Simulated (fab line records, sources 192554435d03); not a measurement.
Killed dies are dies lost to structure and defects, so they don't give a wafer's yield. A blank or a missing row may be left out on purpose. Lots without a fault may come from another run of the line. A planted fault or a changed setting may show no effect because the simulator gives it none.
Chamber matching | flow n5_finfet | N5_BEOL_M7_STRIP_67 on rie_diel-03: 4 sister chambers
The step strips in CF4. 30 wafers are shown with their chamber, then 12 later ones without.

WAFERS WITH THEIR CHAMBER
wafer  | chamber | throttle_valve_pct (%) | showerhead_plenum_p_Torr (Torr) | drypump_motor_current_A (A)
L074.2 | 3       | 13.96                  | 1.86                            | 5.6
L074.3 | 1       | 13.68                  | 1.81                            | 5.1
L074.5 | 1       | 13.68                  | 1.81                            | 5.1
L077.2 | 1       | 13.69                  | 1.81                            | 5.1
L077.5 | 0       | 13.51                  | 1.75                            | 5.5
L077.6 | 1       | 13.71                  | 1.80                            | 5.1
L078.3 | 3       | 13.97                  | 1.86                            | 5.6
L078.5 | 2       | 13.14                  | 1.84                            | 5.1
L078.6 | 1       | 13.70                  | 1.80                            | 5.1
L081.1 | 2       | 13.16                  | 1.84                            | 5.1
L081.4 | 3       | 13.96                  | 1.86                            | 5.6
L081.6 | 0       | 13.52                  | 1.75                            | 5.5
L080.2 | 0       | 13.52                  | 1.75                            | 5.4
L080.3 | 1       | 13.72                  | 1.80                            | 5.1
L080.6 | 1       | 13.71                  | 1.80                            | 5.1
L082.1 | 1       | 13.72                  | 1.80                            | 5.1
L082.2 | 0       | 13.52                  | 1.75                            | 5.5
L082.5 | 0       | 13.51                  | 1.75                            | 5.4
L083.2 | 2       | 13.18                  | 1.84                            | 5.1
L083.5 | 0       | 13.54                  | 1.75                            | 5.4
L083.6 | 1       | 13.70                  | 1.80                            | 5.1
L084.1 | 0       | 13.52                  | 1.75                            | 5.5
L084.5 | 2       | 13.18                  | 1.84                            | 5.1
L084.6 | 1       | 13.73                  | 1.80                            | 5.1
L085.2 | 0       | 13.54                  | 1.75                            | 5.4
L085.3 | 1       | 13.72                  | 1.80                            | 5.1
L085.5 | 2       | 13.18                  | 1.84                            | 5.1
L086.1 | 3       | 13.99                  | 1.85                            | 5.6
L086.5 | 1       | 13.73                  | 1.80                            | 5.1
L086.6 | 2       | 13.19                  | 1.84                            | 5.1

SIGNATURES (means of the wafers above)
reading                  | chamber 0 | chamber 1 | chamber 2 | chamber 3 | scatter within a chamber
throttle_valve_pct       | 13.5225   | 13.7075   | 13.1717   | 13.9700   | 0.016
showerhead_plenum_p_Torr | 1.7500    | 1.8025    | 1.8400    | 1.8575    | 0.0034
drypump_motor_current_A  | 5.450     | 5.100     | 5.100     | 5.600     | 0.0277
Rule: a wafer's distance from a chamber is the root of the sum, over the readings, of the square of ((its reading less the chamber's mean) divided by the reading's scatter). The wafer belongs to the nearest chamber; if the next one is less than 2 further off, it can't be placed. The scatter: the root of (the sum of the squares of (reading less its chamber's mean) over the shown wafers, divided by (wafers less chambers)).

WAFERS WITHOUT THEIR CHAMBER
wafer  | throttle_valve_pct (%) | showerhead_plenum_p_Torr (Torr) | drypump_motor_current_A (A)
L087.1 | 13.74                  | 1.80                            | 5.1
L087.2 | 13.54                  | 1.75                            | 5.5
L087.3 | 13.19                  | 1.83                            | 5.0
L087.4 | 13.98                  | 1.85                            | 5.6
L087.5 | 13.19                  | 1.84                            | 5.1
L087.6 | 13.99                  | 1.85                            | 5.6
L088.1 | 13.99                  | 1.85                            | 5.6
L088.3 | 13.55                  | 1.74                            | 5.5
L088.5 | 13.22                  | 1.83                            | 5.1
L092.1 | 13.55                  | 1.74                            | 5.5
L092.2 | 13.20                  | 1.83                            | 5.1
L092.3 | 13.75                  | 1.80                            | 5.1

WHICH CHAMBER EACH WENT THROUGH
wafer  | from the rows above | in truth
L087.1 | 1                   | 1
L087.2 | 0                   | 0
L087.3 | 2                   | 2
L087.4 | 3                   | 3
L087.5 | 2                   | 2
L087.6 | 3                   | 3
L088.1 | 3                   | 3
L088.3 | 0                   | 0
L088.5 | 2                   | 2
L092.1 | 0                   | 0
L092.2 | 2                   | 2
L092.3 | 1                   | 1
Placed correctly: 12 of 12. Can't be placed from these rows: 0. Placed wrongly: 0.
